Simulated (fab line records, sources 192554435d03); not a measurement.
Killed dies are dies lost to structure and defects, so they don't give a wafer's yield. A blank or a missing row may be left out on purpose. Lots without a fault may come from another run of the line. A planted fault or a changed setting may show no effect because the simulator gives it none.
Chamber matching | flow n5_finfet | N5_BEOL_M2_STRIP_19 on rie_diel-06: 4 sister chambers
The step strips in O2. 4 wafers are shown with their chamber, then 7 later ones without.

WAFERS WITH THEIR CHAMBER
wafer  | chamber | drypump_motor_current_A (A)
L082.5 | 2       | 6.6
L082.6 | 1       | 4.9
L086.1 | 0       | 5.6
L086.3 | 3       | 5.5

WAFERS WITHOUT THEIR CHAMBER
wafer  | drypump_motor_current_A (A)
L086.5 | 5.6
L088.2 | 5.4
L088.4 | 6.5
L088.5 | 4.9
L092.2 | 6.6
L092.3 | 5.4
L092.6 | 6.6

WHICH CHAMBER EACH WENT THROUGH
wafer  | from the rows above     | in truth
L086.5 | can't be placed: 0 or 3 | 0
L088.2 | can't be placed: 3 or 0 | 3
L088.4 | 2                       | 2
L088.5 | 1                       | 1
L092.2 | 2                       | 2
L092.3 | can't be placed: 3 or 0 | 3
L092.6 | 2                       | 2
Placed correctly: 4 of 7. Can't be placed from these rows: 3 (the true chamber is among the candidates in 3). Placed wrongly: 0.
How it was worked out, from the rows above alone: a wafer's distance from a chamber is the root of the sum, over the readings, of the square of ((its reading less the chamber's mean) divided by the reading's scatter). The wafer belongs to the nearest chamber; if the next one is less than 2 further off, it can't be placed. A chamber's mean is the mean of its shown wafers. The scatter: with one shown wafer a chamber, the root of the mean of the squares of how far each hidden wafer lies from its nearest shown one.
